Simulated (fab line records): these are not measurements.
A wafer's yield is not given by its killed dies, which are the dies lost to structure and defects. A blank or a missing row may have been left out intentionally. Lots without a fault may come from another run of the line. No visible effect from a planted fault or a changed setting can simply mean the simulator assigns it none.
Comparing a struck lot with a sound one -- flow nand harc -- 14 out of 1159 route steps
Sound: wafers L326.3, L326.4, L326.5. Struck: wafer L343.2. (L343.4 of the same lot was not struck and is left out.) The cause comes at the end.
Order at every step that has rows: each side's tool, ch and its chambers, its first start. Under that, the readings that differ: sound wafers -- struck wafers -- difference of the means -- sigmas: that difference in standard deviations of wafers without a fault.
alike: readings with means less than 2 such deviations apart, plus words and numbers identical on both sides. not compared: withheld readings, readings lacking a value on some wafer, bounds such as >300 that could conceal the same value, and numbers that have no deviation in the record and whose values overlap.
A row with sigmas, a row that says differs or no value, or rows on one side alone: a step with any of these is where the two part. Non-overlapping numbers with no deviation appear without sigmas and do not part them. A reading that every wafer of one side lacks parts them only if that side has two wafers or more.

first, 3 steps without rows for these wafers: NHARC_A_STAIRCASE_TRIM_187 (chemistry O2, time 211.2 s); NHARC_A_STAIRCASE_ETCH_188 (etches the open film in C4F8/O2, target depth 100 nm, time 40.5 s); NHARC_A_STAIRCASE_TRIM_189 (chemistry O2, time 211.2 s).
NHARC_A_STAIRCASE_ETCH_190: etches the open film in C4F8/O2, target depth 100 nm, time 40.5 s.
  sound on rie diel-08 ch 1,2; struck on rie diel-06 ch 0
reading,sound,struck,difference,sigmas
rf hours counter h (h),- - -,37,no value on the sound wafers,
run length s (s),61.7 61.6 61.7,60.6,-1.1,-2
  alike: chamber pressure mTorr, oes product au, rf vpp V
then, 2 steps without rows for these wafers: NHARC_A_STAIRCASE_TRIM_191 (chemistry O2, time 211.2 s); NHARC_A_STAIRCASE_ETCH_192 (etches the open film in C4F8/O2, target depth 100 nm, time 40.5 s).
NHARC_A_STAIRCASE_TRIM_193: chemistry O2, time 211.2 s.
  sound on rie diel-08 ch 1,2; struck on rie diel-06 ch 1
reading,sound,struck,difference,sigmas
rf hours counter h (h),- - -,37,no value on the sound wafers,
throttle valve pct (%),17.033 17.038 17.035,17.056,+0.021,+2
  alike: chamber pressure mTorr, drypump motor current A, mfc ar sccm, o2 flow sccm, oes product au, rf vpp V, showerhead plenum p Torr
then, 1 step without rows for these wafers: NHARC_A_STAIRCASE_ETCH_194 (etches the open film in C4F8/O2, target depth 100 nm, time 40.5 s).
NHARC_A_STAIRCASE_TRIM_196: chemistry O2, time 211.2 s.
  sound on rie diel-08 ch 1, day 11 05:55; struck on rie diel-06 ch 3, day 15 11:47
reading,sound,struck,difference,sigmas
rf hours counter h (h),- - -,35,no value on the sound wafers,
  alike: chamber pressure mTorr, drypump motor current A, mfc ar sccm, o2 flow sccm, oes product au, rf vpp V, showerhead plenum p Torr, throttle valve pct
then, 1 step without rows for these wafers: NHARC_A_STAIRCASE_ETCH_197 (etches the open film in C4F8/O2, target depth 100 nm, time 40.5 s).
NHARC_A_STAIRCASE_TRIM_198: chemistry O2, time 211.2 s.
  sound on rie diel-08 ch 1, day 11 06:36; struck on rie diel-06 ch 0
reading,sound,struck,difference,sigmas
drypump motor current A (A),6.6 6.6 6.6,5.2,-1.4,-3
mfc ar sccm (sccm),0 0 0,0.028,+0.028,+3
rf hours counter h (h),- - -,37,no value on the sound wafers,
showerhead plenum p Torr (Torr),3.71 3.71 3.71,3.46,-0.25,-2
  alike: chamber pressure mTorr, o2 flow sccm, oes product au, rf vpp V, throttle valve pct
NHARC_A_STAIRCASE_ETCH_199: etches the open film in C4F8/O2, target depth 100 nm, time 40.5 s.
  sound on rie diel-08 ch 1,3, day 11 06:55; struck on rie diel-06 ch 3, day 15 12:38
reading,sound,struck,difference,sigmas
oes product au (a.u.),0.920 1.002 0.995,0.915,-0.057,-4
rf hours counter h (h),- - -,35,no value on the sound wafers,
run length s (s),61.7 61.7 61.9,75.6,+13.8,+23
  alike: chamber pressure mTorr, rf vpp V
NHARC_A_STAIRCASE_TRIM_200: chemistry O2, time 211.2 s.
  sound on rie diel-08 ch 1,3, day 11 07:07; struck on rie diel-06 ch 2
reading,sound,struck,difference,sigmas
rf hours counter h (h),- - -,39,no value on the sound wafers,
  alike: chamber pressure mTorr, drypump motor current A, mfc ar sccm, o2 flow sccm, oes product au, rf vpp V, showerhead plenum p Torr, throttle valve pct
-- break in the record here, with 8 days between the starts of the struck wafers on either side (left off in module A_STAIRCASE, picked up again in module END, where the first step shown is number 1159 on the route) --
NHARC_END_SORT_01:
  at this point the record logs the struck wafers (prober-01 ch 0, day 23 23:04) and has no rows for the sound ones

== WHERE THEY PART ==
First at NHARC_A_STAIRCASE_ETCH_190; last, within this record, at NHARC_END_SORT_01.

WHY: whatever the simulator had introduced
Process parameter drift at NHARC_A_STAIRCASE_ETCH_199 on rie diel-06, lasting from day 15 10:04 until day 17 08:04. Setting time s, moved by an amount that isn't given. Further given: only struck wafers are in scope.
